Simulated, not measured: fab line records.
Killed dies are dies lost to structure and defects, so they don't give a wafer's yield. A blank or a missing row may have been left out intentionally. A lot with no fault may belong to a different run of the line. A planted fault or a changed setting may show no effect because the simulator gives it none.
fab line records	flow nand-harc
[record] lots = 5	wafers = 15	last-day = 33
route steps=1302 shown P_M0@282 P_M1@285
lots that met no fault: taken from a fault-free run of the same line
start-h: start of the lot's first displayed wafer, in hours after the record's first day	wait-h: hours elapsed since this lot's preceding step	" repeats the value in the row above	L1.1+2: one row covering several wafers at once	- no value present, or no start provided	* or withheld: withheld	< > ~ a bound
route shown NAME@n: NAME is a module with steps in the file, n the number in the route of the first one	usual: mean and standard deviation over wafers with no fault	same: alike in all rows	chamber/n: place in a boat	sites: per-site readings	_std_site: the values' standard deviation	_edge_site: outer sites' mean less inner sites'	radius-mm: how far each site lies from the wafer's centre	mask NAME#n: copy n	behind: the tool/chamber that last shaped the wafer	hold: what put the lot on hold/how long, in hours/how the hold closed	device: which transistor (n, p or np) failed to switch	end of line: the same wafers' tests at the end of the route	a step without rows: its recipe alone	killed: dies lost to structure and defects at the first sort, not the wafer's yield	map: a wafer's dies, marking killed ones x, the rest . and places with no die _
set.NAME: setting as actually run; set.NAME@STEP: the setting as run at that earlier step	model.NAME: the simulator's own value behind a step, which no gauge read
certain route steps with their lots: each step a table, each wafer a row
services: the hour from which a tool's chamber was out of use, counted from the record's first day as start-h (under 0 if before that day), plus the number of hours and why
[[steps]]
[step NHARC_P_M0_INSPECT_27]
[usual] raw-defect-count = 314/120
lot.wafer	tool	chamber	start-h	wait-h	raw-defect-count
L943.2	defect-inspect-02	-	176.35	0.0	406
L943.3	"	-	"	"	338
L943.4	"	-	"	"	411
L945.1	defect-inspect-01	-	190.25	0.0	150
L945.4	"	-	"	"	251
L945.6	"	-	"	"	315
L946.2	defect-inspect-01	-	201.57	0.0	458
L946.3	"	-	"	"	329
L946.6	"	-	"	"	260
L952.4	defect-inspect-02	-	271.37	0.0	274
L952.5	"	-	"	"	305
L952.6	"	-	"	"	672
L960.1	defect-inspect-01	-	346.50	0.0	435
L960.2	"	-	"	"	509
L960.6	"	-	"	"	254
[step NHARC_P_M0_PRE_CLEAN_31]
[recipe] time-s = 12	temp-c = 370	rf-power-w = 300	gas = NH3
[usual] heater-power-w = 647/79
[same] time-s = 12
lot.wafer	tool	chamber	start-h	wait-h	heater-power-w
L943.2	pecvd-02	1	176.42	0.1	744
L943.3	"	0	"	"	618
L943.4	"	2	"	"	580
L945.1	pecvd-04	2	190.34	0.1	557
L945.4	"	0	"	"	653
L945.6	"	2	"	"	545
L946.3	pecvd-01	1	201.65	0.1	646
L946.2	"	2	"	"	646
L946.6	"	1	"	"	633
L952.4	pecvd-01	1	271.47	0.1	582
L952.5	"	2	"	"	648
L952.6	"	0	"	"	843
L960.1	pecvd-01	0	346.58	0.1	820
L960.2	"	1	"	"	630
L960.6	"	2	"	"	609
[step NHARC_P_M0_DEP_32]
[recipe] target-thk-a = 300	temp-c = 370	target-thk-nm = 30	pressure-torr = 3	flow-sccm = 200	rf-w = 450	material = SiCN
[usual] heater-power-w = 597/79	showerhead-vpp-V = 1331/56
lot.wafer	tool	chamber	start-h	wait-h	heater-power-w	showerhead-vpp-V
L943.2	pecvd-02	1	176.50	0.1	743	1478
L943.3	"	0	"	"	477	1331
L943.4	"	2	"	"	593	1245
L945.1	pecvd-04	2	190.49	0.1	538	1341
L945.4	"	0	"	"	698	1283
L945.6	"	2	"	"	555	1327
L946.3	pecvd-01	1	201.76	0.1	535	1273
L946.2	"	2	"	"	515	1350
L946.6	"	1	"	"	547	1282
L952.4	pecvd-01	1	271.64	0.2	581	1272
L952.5	"	2	"	"	583	1330
L952.6	"	0	"	"	764	1379
L960.1	pecvd-01	0	346.69	0.1	664	1348
L960.2	"	1	"	"	600	1276
L960.6	"	2	"	"	582	1355
[step NHARC_P_M1_DEP_00]
[recipe] target-thk-a = 1825	target-thk-nm = 182.5	temp-c = withheld	pressure-torr = 5	flow-sccm = 200	rf-w = 600	material = SiOC
[step NHARC_P_M1_DEHYDRATE_01]
[recipe] temp-c = 150	time-s = 120
[step NHARC_P_M1_HMDS_02]
[recipe] time-s = 30
[step NHARC_P_M1_COAT_34]
[recipe] temp-c = 200	time-s = 65
[step NHARC_P_M1_COAT_03]
[recipe] spin-rpm = 1500	resist-thk-nm = 90
[step NHARC_P_M1_SOFTBAKE_04]
[recipe] temp-c = 105	time-s = 55
[step NHARC_P_M1_EBR_05]
[step NHARC_P_M1_EXPOSE_06]
[recipe] na = 1.35	target-cd-nm = 130	dose-mj = 81.88	mask-id = P_M1
[step NHARC_P_M1_PEB_07]
[recipe] peb-temp-c = 100	peb-time-s = 65
[usual] chill-plate-temp-C = 23.00/0.1	exhaust-pa = 44.9/0.87	heater-power-total-W = 156.6/0.4
lot.wafer	tool	chamber	start-h	wait-h	chill-plate-temp-C	exhaust-pa	heater-power-total-W
L943.2	litho-track-06	0	177.54	0.1	23.07	44.3	155.9
L943.3	"	0	"	"	23.06	44.6	156.6
L943.4	"	0	"	"	22.97	44.4	155.9
L945.1	litho-track-01	0	191.55	0.1	23.14	46.3	156.4
L945.4	"	0	"	"	23.13	44.4	156.2
L945.6	"	0	"	"	23.11	45.0	157.2
L946.2	litho-track-01	0	202.75	0.1	23.04	45.3	156.2
L946.3	"	0	"	"	23.15	46.0	156.8
L946.6	"	0	"	"	23.08	44.2	156.2
L952.4	litho-track-06	-	272.56	0.0	-	-	-
L952.5	"	-	"	"	-	-	-
L952.6	"	-	"	"	-	-	-
L960.1	litho-track-06	0	347.82	0.1	23.16	44.9	156.5
L960.2	"	0	"	"	23.10	46.1	156.9
L960.6	"	0	"	"	23.02	45.3	156.3
[step NHARC_P_M1_DEVELOP_08]
[recipe] develop-time-s = 35	dev-temp-c = 23
[[services]]
tool	chamber	start-h	hours	kind
litho-track-01	-	155.00	7.0	pm
litho-track-06	-	179.00	7.0	pm
pecvd-04	1	181.93	6.2	repair
pecvd-02	1	196.74	14.1	repair
pecvd-02	0	197.83	16.3	repair
pecvd-02	-	227.00	13.0	pm
pecvd-02	0	227.00	13.0	vent-cycle
pecvd-02	1	227.00	13.0	vent-cycle
pecvd-02	2	227.00	13.0	vent-cycle
pecvd-02	0	240.00	-	clean
pecvd-02	1	240.00	-	clean
pecvd-02	2	240.00	-	clean
pecvd-04	-	269.08	13.0	pm
pecvd-04	0	269.08	13.0	vent-cycle
pecvd-01	-	311.00	13.0	pm
pecvd-01	0	311.00	13.0	vent-cycle
pecvd-01	1	311.00	13.0	vent-cycle
pecvd-01	2	311.00	13.0	vent-cycle
pecvd-02	1	311.91	15.5	repair
pecvd-01	0	324.00	-	clean
pecvd-01	1	324.00	-	clean
pecvd-01	2	324.00	-	clean
litho-track-01	-	330.00	7.0	pm
pecvd-01	-	341.16	1.4	repair
[[key]]
[first-sign] step = NHARC_P_M1_PEB_07	reading = tool-record	direction = missing
effect none on later readings
met-at NHARC_P_M1_PEB_07
struck-wafers L952.4,L952.5,L952.6
later-rows-left-out L952.4,L952.5,L952.6
sort-left-out L952.4,L952.5,L952.6
onset-between 202.75 272.56
[fault] kind = skipped-step-whole	tool = litho-track-01,litho-track-06	chamber = -	onset-h = 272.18	steps = NHARC_P_M1_PEB_07	scope = struck-lots-only
// sort-left-out: the simulated sort isn't trusted on such a fault, so these wafers' sort isn't shown, and their yield isn't known
// later-rows-left-out: the simulator's readings of these wafers behind a module that went badly wrong aren't trusted and aren't shown, but for the sort
